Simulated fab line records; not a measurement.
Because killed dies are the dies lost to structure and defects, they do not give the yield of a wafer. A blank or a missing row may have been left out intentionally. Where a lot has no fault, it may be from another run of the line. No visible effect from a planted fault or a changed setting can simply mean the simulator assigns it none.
The tool behind it: which one? || flow n5-finfet || 30 wafers from 10 lots sampled at 5 of the route's 1938 steps

WHAT EACH GAUGE READ, for each wafer
N5_BEOL_M4_RC_MEAS_101. Usual: DIBL_N 36.3 mV/V, standard deviation 1.9; DIBL_P 36.0 mV/V, standard deviation 2.1; IOFF_N 0.16 nA/um, standard deviation 0.031; IOFF_P 0.21 nA/um, standard deviation 0.035; ION_N 675 uA/um, standard deviation 14; ION_P 464 uA/um, standard deviation 8.5; SS_N 71.5 mV/dec, standard deviation 0.6; SS_P 73.3 mV/dec, standard deviation 0.72; VT_N 250 mV, standard deviation 3.2; VT_P -250 mV, standard deviation 3.1.
{"lot": "L800", "measured": "day 7 18:26", "on": "prober-02", "DIBL_N (mV/V)": "37.9 38.2 37.5", "DIBL_P (mV/V)": "38.3 39.7 38.2", "IOFF_N (nA/um)": "0.19 0.21 0.19", "IOFF_P (nA/um)": "0.27 0.31 0.27", "ION_N (uA/um)": "683 705 688", "ION_P (uA/um)": "472 484 470", "SS_N (mV/dec)": "71.8 71.7 71.7", "SS_P (mV/dec)": "74.1 74.4 74.0", "VT_N (mV)": "247 245 245", "VT_P (mV)": "-245 -244 -246", "flag": ""}
{"lot": "L803", "measured": "day 8 15:01", "on": "prober-01", "DIBL_N (mV/V)": "34.5 34.5 39.1", "DIBL_P (mV/V)": "36.0 36.8 41.7", "IOFF_N (nA/um)": "0.14 0.14 0.24", "IOFF_P (nA/um)": "0.19 0.20 0.29", "ION_N (uA/um)": "691 673 698", "ION_P (uA/um)": "475 464 470", "SS_N (mV/dec)": "70.4 70.9 71.9", "SS_P (mV/dec)": "73.7 74.3 74.9", "VT_N (mV)": "249 251 242", "VT_P (mV)": "-252 -250 -247", "flag": ""}
{"lot": "L805", "measured": "day 9 00:40", "on": "prober-01", "DIBL_N (mV/V)": "34.9 33.6 33.5", "DIBL_P (mV/V)": "35.4 34.7 34.3", "IOFF_N (nA/um)": "0.14 0.13 0.14", "IOFF_P (nA/um)": "0.21 0.20 0.21", "ION_N (uA/um)": "667 671 681", "ION_P (uA/um)": "468 470 480", "SS_N (mV/dec)": "71.2 71.3 71.0", "SS_P (mV/dec)": "72.8 72.7 72.3", "VT_N (mV)": "249 250 249", "VT_P (mV)": "-248 -248 -247", "flag": ""}
{"lot": "L808", "measured": "day 9 10:14", "on": "prober-01", "DIBL_N (mV/V)": "33.6 36.4 35.0", "DIBL_P (mV/V)": "31.7 35.0 34.1", "IOFF_N (nA/um)": "0.10 0.14 0.12", "IOFF_P (nA/um)": "0.16 0.21 0.20", "ION_N (uA/um)": "667 675 663", "ION_P (uA/um)": "464 462 462", "SS_N (mV/dec)": "70.8 72.4 70.9", "SS_P (mV/dec)": "71.8 72.9 72.1", "VT_N (mV)": "257 252 255", "VT_P (mV)": "-254 -248 -249", "flag": ""}
{"lot": "L807", "measured": "day 9 15:16", "on": "prober-02", "DIBL_N (mV/V)": "39.5 39.9 36.4", "DIBL_P (mV/V)": "38.3 38.0 35.1", "IOFF_N (nA/um)": "0.19 0.22 0.16", "IOFF_P (nA/um)": "0.27 0.27 0.22", "ION_N (uA/um)": "675 672 677", "ION_P (uA/um)": "465 460 470", "SS_N (mV/dec)": "72.0 72.6 70.3", "SS_P (mV/dec)": "73.3 73.2 72.6", "VT_N (mV)": "249 247 251", "VT_P (mV)": "-247 -244 -247", "flag": ""}
{"lot": "L815", "measured": "day 13 14:40", "on": "prober-01", "DIBL_N (mV/V)": "33.1 37.4 33.9", "DIBL_P (mV/V)": "32.6 37.9 34.1", "IOFF_N (nA/um)": "0.11 0.17 0.12", "IOFF_P (nA/um)": "0.14 0.21 0.15", "ION_N (uA/um)": "665 680 664", "ION_P (uA/um)": "450 470 453", "SS_N (mV/dec)": "69.9 71.8 70.9", "SS_P (mV/dec)": "72.3 73.6 72.7", "VT_N (mV)": "255 253 254", "VT_P (mV)": "-255 -252 -255", "flag": ""}
{"lot": "L816", "measured": "day 13 07:18", "on": "prober-02", "DIBL_N (mV/V)": "39.3 36.0 36.2", "DIBL_P (mV/V)": "40.2 35.6 36.0", "IOFF_N (nA/um)": "0.22 0.15 0.15", "IOFF_P (nA/um)": "0.29 0.19 0.20", "ION_N (uA/um)": "696 694 686", "ION_P (uA/um)": "484 475 472", "SS_N (mV/dec)": "72.3 70.8 71.5", "SS_P (mV/dec)": "74.4 73.4 73.3", "VT_N (mV)": "246 249 249", "VT_P (mV)": "-245 -251 -252", "flag": ""}
{"lot": "L819", "measured": "day 14 09:01", "on": "prober-01", "DIBL_N (mV/V)": "36.4 36.8 36.2", "DIBL_P (mV/V)": "36.4 38.3 37.6", "IOFF_N (nA/um)": "0.18 0.19 0.18", "IOFF_P (nA/um)": "0.21 0.24 0.25", "ION_N (uA/um)": "668 685 681", "ION_P (uA/um)": "460 466 469", "SS_N (mV/dec)": "72.1 71.9 71.6", "SS_P (mV/dec)": "73.0 74.0 74.3", "VT_N (mV)": "249 247 246", "VT_P (mV)": "-249 -248 -246", "flag": ""}
{"lot": "L812", "measured": "day 14 14:58", "on": "prober-01", "DIBL_N (mV/V)": "36.0 35.6 36.2", "DIBL_P (mV/V)": "36.1 35.3 35.1", "IOFF_N (nA/um)": "0.17 0.16 0.17", "IOFF_P (nA/um)": "0.25 0.23 0.22", "ION_N (uA/um)": "686 681 678", "ION_P (uA/um)": "473 468 467", "SS_N (mV/dec)": "71.2 71.7 71.7", "SS_P (mV/dec)": "72.8 72.9 73.2", "VT_N (mV)": "246 247 247", "VT_P (mV)": "-243 -249 -248", "flag": ""}
{"lot": "L822", "measured": "day 14 12:35", "on": "prober-02", "DIBL_N (mV/V)": "35.8 34.3 36.3", "DIBL_P (mV/V)": "36.4 34.6 36.0", "IOFF_N (nA/um)": "0.15 0.13 0.15", "IOFF_P (nA/um)": "0.23 0.19 0.21", "ION_N (uA/um)": "676 673 676", "ION_P (uA/um)": "469 465 465", "SS_N (mV/dec)": "72.4 71.7 72.0", "SS_P (mV/dec)": "73.1 72.1 72.5", "VT_N (mV)": "251 253 251", "VT_P (mV)": "-249 -250 -249", "flag": ""}

TOOL THAT RAN EACH LOT (tool first, then ch and the chambers of the sampled wafers, then the start)
{"lot": "L800", "N5_BEOL_M0_CMP_120": "cmp-04 ch 0,2, day 6 05:59", "N5_BEOL_M0_PRE_CLEAN_131": "cvd-co-02 ch 0,2, day 6 06:19", "N5_BEOL_M0_CO_CAP_123": "cvd-co-02 ch 0,2, day 6 06:22", "N5_BEOL_M1_PECVD_72": "pecvd-03 ch 0,1, day 6 06:46"}
{"lot": "L803", "N5_BEOL_M0_CMP_120": "cmp-04 ch 0,1,2, day 6 23:12", "N5_BEOL_M0_PRE_CLEAN_131": "cvd-co-01 ch 0,1,2, day 6 23:27", "N5_BEOL_M0_CO_CAP_123": "cvd-co-01 ch 0,1,2, day 6 23:29", "N5_BEOL_M1_PECVD_72": "pecvd-02 ch 0,2, day 7 00:08"}
{"lot": "L805", "N5_BEOL_M0_CMP_120": "cmp-03 ch 0,1, day 7 08:00", "N5_BEOL_M0_PRE_CLEAN_131": "cvd-co-02 ch 0,2, day 7 08:20", "N5_BEOL_M0_CO_CAP_123": "cvd-co-02 ch 0,2, day 7 08:23", "N5_BEOL_M1_PECVD_72": "pecvd-03 ch 0,1, day 7 08:44"}
{"lot": "L808", "N5_BEOL_M0_CMP_120": "cmp-03 ch 0,2,3, day 7 18:07", "N5_BEOL_M0_PRE_CLEAN_131": "cvd-co-01 ch 1,2, day 7 18:26", "N5_BEOL_M0_CO_CAP_123": "cvd-co-01 ch 1,2, day 7 18:29", "N5_BEOL_M1_PECVD_72": "pecvd-01 ch 0,1, day 7 18:51"}
{"lot": "L807", "N5_BEOL_M0_CMP_120": "cmp-04 ch 0,1,2, day 8 02:42", "N5_BEOL_M0_PRE_CLEAN_131": "cvd-co-01 ch 1,2, day 8 02:59", "N5_BEOL_M0_CO_CAP_123": "cvd-co-01 ch 1,2, day 8 03:02", "N5_BEOL_M1_PECVD_72": "pecvd-02 ch 1,2, day 8 03:23"}
{"lot": "L815", "N5_BEOL_M0_CMP_120": "cmp-03 ch 0,3, day 11 10:01", "N5_BEOL_M0_PRE_CLEAN_131": "cvd-co-01 ch 0,1,2, day 11 10:21", "N5_BEOL_M0_CO_CAP_123": "cvd-co-01 ch 0,1,2, day 11 10:23", "N5_BEOL_M1_PECVD_72": "pecvd-01 ch 0,2, day 11 10:44"}
{"lot": "L816", "N5_BEOL_M0_CMP_120": "cmp-04 ch 1,3, day 11 10:37", "N5_BEOL_M0_PRE_CLEAN_131": "cvd-co-02 ch 0,1, day 11 10:57", "N5_BEOL_M0_CO_CAP_123": "cvd-co-02 ch 0,1, day 11 10:59", "N5_BEOL_M1_PECVD_72": "pecvd-01 ch 0,2, day 11 11:20"}
{"lot": "L819", "N5_BEOL_M0_CMP_120": "cmp-04 ch 1,2,3, day 11 11:39", "N5_BEOL_M0_PRE_CLEAN_131": "cvd-co-02 ch 1,2, day 11 11:56", "N5_BEOL_M0_CO_CAP_123": "cvd-co-02 ch 1,2, day 11 11:59", "N5_BEOL_M1_PECVD_72": "pecvd-02 ch 0,1, day 11 12:20"}
{"lot": "L812", "N5_BEOL_M0_CMP_120": "cmp-02 ch 0,1,2, day 11 12:49", "N5_BEOL_M0_PRE_CLEAN_131": "cvd-co-01 ch 0,1,2, day 11 13:07", "N5_BEOL_M0_CO_CAP_123": "cvd-co-01 ch 0,1,2, day 11 13:09", "N5_BEOL_M1_PECVD_72": "pecvd-02 ch 0,1,2, day 11 13:31"}
{"lot": "L822", "N5_BEOL_M0_CMP_120": "cmp-03 ch 0,2,3, day 11 13:15", "N5_BEOL_M0_PRE_CLEAN_131": "cvd-co-02 ch 0,1,2, day 11 13:33", "N5_BEOL_M0_CO_CAP_123": "cvd-co-02 ch 0,1,2, day 11 13:35", "N5_BEOL_M1_PECVD_72": "pecvd-01 ch 0,1, day 11 13:56"}
- N5_BEOL_M0_CMP_120: polishes, stops on SiOC, t overpolish 6.9 s.
- N5_BEOL_M0_PRE_CLEAN_131: time 15 s.
- N5_BEOL_M0_CO_CAP_123: material Co, precursor CCTBA/H2, target thk 2 nm, time 102.1 s.
- N5_BEOL_M1_PECVD_72: deposits SiO2 from TEOS/O2, target thk 16 nm, time 18 s.

WHAT THE TOOLS THEMSELVES READ (means of the sampled wafers that have a number; where no wafer has one, the mark that the record gives instead)
N5_BEOL_M0_CMP_120. Usual: barrier-field-endpoint-s 3.64 s, standard deviation 0.11; clearing-platen-rpm 49.998 rpm, standard deviation 0.027; head-pressure-psi 1.0000 psi, standard deviation 0.0023; motor-current-A 5.9 A, standard deviation 0.7; overpolish-run-s 6.900 s, standard deviation 0.0091; time-to-endpoint-s 64 s, standard deviation 3.
{"lot": "L800", "tool": "cmp-04", "barrier-field-endpoint-s (s)": 3.61, "clearing-platen-rpm (rpm)": 50.009, "head-pressure-psi (psi)": 0.9982, "motor-current-A (A)": 6.0, "overpolish-run-s (s)": 6.900, "time-to-endpoint-s (s)": 63, "flag": ""}
{"lot": "L803", "tool": "cmp-04", "barrier-field-endpoint-s (s)": 3.72, "clearing-platen-rpm (rpm)": 50.013, "head-pressure-psi (psi)": 1.0005, "motor-current-A (A)": 6.2, "overpolish-run-s (s)": 6.894, "time-to-endpoint-s (s)": 64, "flag": ""}
{"lot": "L805", "tool": "cmp-03", "barrier-field-endpoint-s (s)": 3.69, "clearing-platen-rpm (rpm)": 50.003, "head-pressure-psi (psi)": 1.0001, "motor-current-A (A)": 6.2, "overpolish-run-s (s)": 6.901, "time-to-endpoint-s (s)": 63, "flag": ""}
{"lot": "L808", "tool": "cmp-03", "barrier-field-endpoint-s (s)": 3.68, "clearing-platen-rpm (rpm)": 49.967, "head-pressure-psi (psi)": 1.0007, "motor-current-A (A)": 6.4, "overpolish-run-s (s)": 6.904, "time-to-endpoint-s (s)": 60, "flag": ""}
{"lot": "L807", "tool": "cmp-04", "barrier-field-endpoint-s (s)": 3.83, "clearing-platen-rpm (rpm)": 50.021, "head-pressure-psi (psi)": 1.0031, "motor-current-A (A)": 6.1, "overpolish-run-s (s)": 6.902, "time-to-endpoint-s (s)": 68, "flag": ""}
{"lot": "L815", "tool": "cmp-03", "barrier-field-endpoint-s (s)": 3.65, "clearing-platen-rpm (rpm)": 50.023, "head-pressure-psi (psi)": 0.9993, "motor-current-A (A)": 6.2, "overpolish-run-s (s)": 6.898, "time-to-endpoint-s (s)": 67, "flag": ""}
{"lot": "L816", "tool": "cmp-04", "barrier-field-endpoint-s (s)": 3.59, "clearing-platen-rpm (rpm)": 50.014, "head-pressure-psi (psi)": 0.9980, "motor-current-A (A)": 5.4, "overpolish-run-s (s)": 6.898, "time-to-endpoint-s (s)": 64, "flag": ""}
{"lot": "L819", "tool": "cmp-04", "barrier-field-endpoint-s (s)": 3.64, "clearing-platen-rpm (rpm)": 50.020, "head-pressure-psi (psi)": 1.0001, "motor-current-A (A)": 5.9, "overpolish-run-s (s)": 6.899, "time-to-endpoint-s (s)": 66, "flag": ""}
{"lot": "L812", "tool": "cmp-02", "barrier-field-endpoint-s (s)": 3.63, "clearing-platen-rpm (rpm)": 49.990, "head-pressure-psi (psi)": 0.9988, "motor-current-A (A)": 5.4, "overpolish-run-s (s)": 6.902, "time-to-endpoint-s (s)": 63, "flag": ""}
{"lot": "L822", "tool": "cmp-03", "barrier-field-endpoint-s (s)": 3.74, "clearing-platen-rpm (rpm)": 49.995, "head-pressure-psi (psi)": 0.9993, "motor-current-A (A)": 6.2, "overpolish-run-s (s)": 6.906, "time-to-endpoint-s (s)": 65, "flag": ""}

N5_BEOL_M0_PRE_CLEAN_131. Usual: 74 W for heater-power-w, sd 15.
{"lot": "L800", "tool": "cvd-co-02", "heater-power-w (W)": 72, "flag": ""}
{"lot": "L803", "tool": "cvd-co-01", "heater-power-w (W)": 67, "flag": ""}
{"lot": "L805", "tool": "cvd-co-02", "heater-power-w (W)": 73, "flag": ""}
{"lot": "L808", "tool": "cvd-co-01", "heater-power-w (W)": 70, "flag": ""}
{"lot": "L807", "tool": "cvd-co-01", "heater-power-w (W)": 70, "flag": ""}
{"lot": "L815", "tool": "cvd-co-01", "heater-power-w (W)": 67, "flag": ""}
{"lot": "L816", "tool": "cvd-co-02", "heater-power-w (W)": 96, "flag": ""}
{"lot": "L819", "tool": "cvd-co-02", "heater-power-w (W)": 71, "flag": ""}
{"lot": "L812", "tool": "cvd-co-01", "heater-power-w (W)": 68, "flag": ""}
{"lot": "L822", "tool": "cvd-co-02", "heater-power-w (W)": 84, "flag": ""}

N5_BEOL_M0_CO_CAP_123. Usual: heater-power-w 223 W, standard deviation 19; run-length-s 124.9 s, standard deviation 0.36.
{"lot": "L800", "tool": "cvd-co-02", "heater-power-w (W)": 219, "run-length-s (s)": 125.0, "flag": ""}
{"lot": "L803", "tool": "cvd-co-01", "heater-power-w (W)": 211, "run-length-s (s)": 124.7, "flag": ""}
{"lot": "L805", "tool": "cvd-co-02", "heater-power-w (W)": 220, "run-length-s (s)": 125.1, "flag": ""}
{"lot": "L808", "tool": "cvd-co-01", "heater-power-w (W)": 215, "run-length-s (s)": 124.6, "flag": ""}
{"lot": "L807", "tool": "cvd-co-01", "heater-power-w (W)": 217, "run-length-s (s)": 124.7, "flag": ""}
{"lot": "L815", "tool": "cvd-co-01", "heater-power-w (W)": 212, "run-length-s (s)": 82.1, "flag": "OFF"}
{"lot": "L816", "tool": "cvd-co-02", "heater-power-w (W)": 249, "run-length-s (s)": 125.1, "flag": ""}
{"lot": "L819", "tool": "cvd-co-02", "heater-power-w (W)": 218, "run-length-s (s)": 125.0, "flag": ""}
{"lot": "L812", "tool": "cvd-co-01", "heater-power-w (W)": 215, "run-length-s (s)": 103.6, "flag": "OFF"}
{"lot": "L822", "tool": "cvd-co-02", "heater-power-w (W)": 237, "run-length-s (s)": 124.8, "flag": ""}

N5_BEOL_M1_PECVD_72. Usual: heater-power-w 783 W, standard deviation 130; showerhead-plenum-p-Torr 8.77 Torr, standard deviation 0.074; throttle-valve-pct 23.1 %, standard deviation 1.1.
{"lot": "L800", "tool": "pecvd-03", "heater-power-w (W)": 782, "showerhead-plenum-p-Torr (Torr)": 8.80, "throttle-valve-pct (%)": 23.4, "flag": ""}
{"lot": "L803", "tool": "pecvd-02", "heater-power-w (W)": 792, "showerhead-plenum-p-Torr (Torr)": 8.74, "throttle-valve-pct (%)": 22.7, "flag": ""}
{"lot": "L805", "tool": "pecvd-03", "heater-power-w (W)": 740, "showerhead-plenum-p-Torr (Torr)": 8.82, "throttle-valve-pct (%)": 23.3, "flag": ""}
{"lot": "L808", "tool": "pecvd-01", "heater-power-w (W)": 773, "showerhead-plenum-p-Torr (Torr)": 8.88, "throttle-valve-pct (%)": 24.7, "flag": ""}
{"lot": "L807", "tool": "pecvd-02", "heater-power-w (W)": 775, "showerhead-plenum-p-Torr (Torr)": 8.73, "throttle-valve-pct (%)": 22.6, "flag": ""}
{"lot": "L815", "tool": "pecvd-01", "heater-power-w (W)": 895, "showerhead-plenum-p-Torr (Torr)": 8.82, "throttle-valve-pct (%)": 23.9, "flag": ""}
{"lot": "L816", "tool": "pecvd-01", "heater-power-w (W)": 968, "showerhead-plenum-p-Torr (Torr)": 8.73, "throttle-valve-pct (%)": 22.6, "flag": ""}
{"lot": "L819", "tool": "pecvd-02", "heater-power-w (W)": 718, "showerhead-plenum-p-Torr (Torr)": 8.74, "throttle-valve-pct (%)": 23.0, "flag": ""}
{"lot": "L812", "tool": "pecvd-02", "heater-power-w (W)": 798, "showerhead-plenum-p-Torr (Torr)": 8.73, "throttle-valve-pct (%)": 22.9, "flag": ""}
{"lot": "L822", "tool": "pecvd-01", "heater-power-w (W)": 757, "showerhead-plenum-p-Torr (Torr)": 8.87, "throttle-valve-pct (%)": 24.6, "flag": ""}

THE ANSWER, worked out from the rows above alone
Rule: lot off if the mean of its wafers having a number is beyond 3 standard deviations from the usual mean. A lot without any number at a reading at which 4 lots or more have one is off too. Any other lot the step has rows for is counted as sound. The gauges are gone through in route order, then the tools' own readings, and for those a lot's mean is taken as printed above. At the first step where some lot is off, the reading lying furthest off is the one used; lots without a number count as furthest.
Off: L815, L812 (N5_BEOL_M0_CO_CAP_123, run-length-s).
A tool fits if, at that step or a process step before it, it ran every lot that is off, and no sound lot after the first of them. One fits: N5_BEOL_M0_PRE_CLEAN_131 and N5_BEOL_M0_CO_CAP_123 on cvd-co-01. At N5_BEOL_M0_PRE_CLEAN_131 its last sound lot is L807 (day 8 02:59), its first lot that is off L815 (day 11 10:21): a fault that began between those two fits.

WHAT WAS PUT IN BY THE SIMULATOR
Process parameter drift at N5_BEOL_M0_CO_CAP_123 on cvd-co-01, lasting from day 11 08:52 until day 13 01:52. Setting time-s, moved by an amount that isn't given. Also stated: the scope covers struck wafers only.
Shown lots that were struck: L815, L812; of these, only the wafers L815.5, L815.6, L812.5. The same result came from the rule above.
